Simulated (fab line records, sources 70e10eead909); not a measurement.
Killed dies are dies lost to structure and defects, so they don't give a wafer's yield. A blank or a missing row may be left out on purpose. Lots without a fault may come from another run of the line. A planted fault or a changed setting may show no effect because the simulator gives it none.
A struck lot beside a sound one | flow nand_harc | 15 steps out of a route of 1302
Sound: wafers L626.1, L626.4, L626.6. Struck: wafers L628.1, L628.3, L628.5. The cause comes at the end.
At each step with rows: each side's tool, then ch and its chambers, then its first start. Under that, the readings that differ: sound wafers | struck wafers | difference of the means | sigmas: that difference in standard deviations of wafers without a fault.
alike: readings whose means differ by less than 2 such deviations, and words and numbers that are the same on both sides. not compared: withheld readings, readings that some wafer has no value for, bounds like >300 that may hide the same value, and numbers for which the record gives no deviation and whose values overlap.
The two part at a step that has a row with sigmas, a row that says differs or no value, or rows on one side only. Numbers that don't overlap but have no deviation are shown without sigmas and don't part them. A reading that every wafer of one side lacks parts them only if that side has two wafers or more.

first, 1 step without rows for these wafers: NHARC_THIN_TSV_ETCH_44 (etches the open film in CF4/O2, target depth 1594.2 nm, time 797.1 s).
NHARC_THIN_TSV_ETCH_15: target depth 3000 nm, bosch target overetch cycles 2, bosch etch step 2.8 s.
  sound on rie_si-05 ch 0,1,2, day 23 20:11; struck on rie_si-05 ch 0,2,3, day 25 12:19
  alike: drypump_motor_current_A
  not compared: rf_hours_counter_h
NHARC_THIN_TSV_CD_MEAS_16:
  sound on cd_sem-01, day 23 20:19; struck on cd_sem-03, day 25 12:26
  alike: cd_nm
NHARC_THIN_TSV_STRIP_45: strips in O2.
  sound on plasma_asher-01 ch 1, day 23 20:26; struck on plasma_asher-02 ch 1, day 25 12:33
  reading            | sound       | struck      | difference | sigmas
  heater_power_w (W) | 287 296 290 | 351 346 356 | +60        | +3
  alike: drypump_motor_current_A
  not compared: rf_hours_counter_h
then, 4 steps without rows for these wafers: NHARC_THIN_TSV_STRIP_46 (strips in post etch residue remover, time 1200 s); NHARC_THIN_TSV_DEP_47 (deposits SiO2, target thk 200 nm); NHARC_THIN_TSV_ETCHBACK_48 (etches the open film in C4F8/Ar, target depth 1028.5 nm, time 405.17 s); NHARC_THIN_TSV_STRIP_62 (strips in N2/H2, time 20 s).
NHARC_THIN_TSV_DEGAS_49: time 120 s.
  sound on pvd_sputter-02, day 23 22:15; struck on pvd_sputter-03, day 25 14:15
  alike: heater_power_w
NHARC_THIN_TSV_PRE_CLEAN_50: time 30 s.
  sound on pvd_sputter-02; struck on pvd_sputter-03
  alike: heater_power_w
then, 1 step without rows for these wafers: NHARC_THIN_TSV_PVD_19 (deposits TaN, target thk 20 nm).
NHARC_THIN_TSV_PVD_51: deposits Cu, target thk 100 nm.
  sound on pvd_sputter-02; struck on pvd_sputter-03
  alike: throttle_valve_pct
NHARC_THIN_TSV_ECD_20: material Cu, target thk 2000 nm.
  sound on ecd_cu-02 ch 0,1, day 23 22:41; struck on ecd_cu-01 ch 0,1, day 25 15:32
then, 1 step without rows for these wafers: NHARC_THIN_TSV_ANNEAL_52 (time 90 s).
NHARC_END_SORT_01:
  the record has rows for the sound wafers here (prober-01 ch 0, day 24 11:39) and none for the struck ones

WHERE THEY PART
First at NHARC_THIN_TSV_STRIP_45; last, within this record, at NHARC_END_SORT_01.

WHY: what the simulator had put in
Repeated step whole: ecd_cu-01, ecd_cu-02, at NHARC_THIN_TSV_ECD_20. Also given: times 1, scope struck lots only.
